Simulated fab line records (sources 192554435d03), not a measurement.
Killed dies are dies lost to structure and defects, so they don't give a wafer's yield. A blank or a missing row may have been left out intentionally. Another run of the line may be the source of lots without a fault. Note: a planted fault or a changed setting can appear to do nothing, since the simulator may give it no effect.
Matching of chambers :: flow n5Finfet :: rieDiel-06 running N5_HKMG_FIN_STRIP_92: 4 sister chambers
The step strips SOC in N2/H2, time 20 s. 8 wafers are shown with their chamber, then 10 later ones without.

EACH WAFER AND ITS CHAMBER
wafer: L085.4
chamber: 0
showerheadPlenumPTorr (Torr): 3.58
throttleValvePct (%): 19.37

wafer: L085.5
chamber: 3
showerheadPlenumPTorr (Torr): 3.53
throttleValvePct (%): 18.68

wafer: L085.6
chamber: 2
showerheadPlenumPTorr (Torr): 3.32
throttleValvePct (%): 18.80

wafer: L088.1
chamber: 2
showerheadPlenumPTorr (Torr): 3.31
throttleValvePct (%): 18.82

wafer: L088.4
chamber: 1
showerheadPlenumPTorr (Torr): 3.24
throttleValvePct (%): 18.89

wafer: L088.6
chamber: 3
showerheadPlenumPTorr (Torr): 3.52
throttleValvePct (%): 18.69

wafer: L090.1
chamber: 1
showerheadPlenumPTorr (Torr): 3.24
throttleValvePct (%): 18.88

wafer: L090.2
chamber: 0
showerheadPlenumPTorr (Torr): 3.58
throttleValvePct (%): 19.39

WAFERS MISSING THEIR CHAMBER
wafer: L090.3
showerheadPlenumPTorr (Torr): 3.31
throttleValvePct (%): 18.83

wafer: L090.4
showerheadPlenumPTorr (Torr): 3.52
throttleValvePct (%): 18.69

wafer: L090.5
showerheadPlenumPTorr (Torr): 3.31
throttleValvePct (%): 18.82

wafer: L090.6
showerheadPlenumPTorr (Torr): 3.52
throttleValvePct (%): 18.68

wafer: L093.1
showerheadPlenumPTorr (Torr): 3.52
throttleValvePct (%): 18.73

wafer: L093.2
showerheadPlenumPTorr (Torr): 3.30
throttleValvePct (%): 18.85

wafer: L093.3
showerheadPlenumPTorr (Torr): 3.57
throttleValvePct (%): 19.41

wafer: L093.4
showerheadPlenumPTorr (Torr): 3.52
throttleValvePct (%): 18.71

wafer: L093.5
showerheadPlenumPTorr (Torr): 3.57
throttleValvePct (%): 19.41

wafer: L093.6
showerheadPlenumPTorr (Torr): 3.30
throttleValvePct (%): 18.82

CHAMBER TAKEN BY EACH
wafer: L090.3
from the rows above: 2
in truth: 2

wafer: L090.4
from the rows above: 3
in truth: 3

wafer: L090.5
from the rows above: 2
in truth: 2

wafer: L090.6
from the rows above: 3
in truth: 3

wafer: L093.1
from the rows above: 3
in truth: 3

wafer: L093.2
from the rows above: 2
in truth: 2

wafer: L093.3
from the rows above: 0
in truth: 0

wafer: L093.4
from the rows above: 3
in truth: 3

wafer: L093.5
from the rows above: 0
in truth: 0

wafer: L093.6
from the rows above: 2
in truth: 2
Placed correctly: 10 of 10. Can't be placed from these rows: 0. 0 placed wrongly.
How it was worked out, from the rows above alone: a wafer's distance from a chamber is the root of the sum, over the readings, of the square of ((its reading less the chamber's mean) divided by the reading's scatter). If the next closest chamber is less than 2 further off than the closest, the wafer can't be placed; otherwise it belongs to the closest. For every chamber, the mean is computed from those of its wafers that are shown. The scatter: take each reading less its chamber's mean, square it, sum over the shown wafers, divide by the number of wafers less the number of chambers, and take the root.
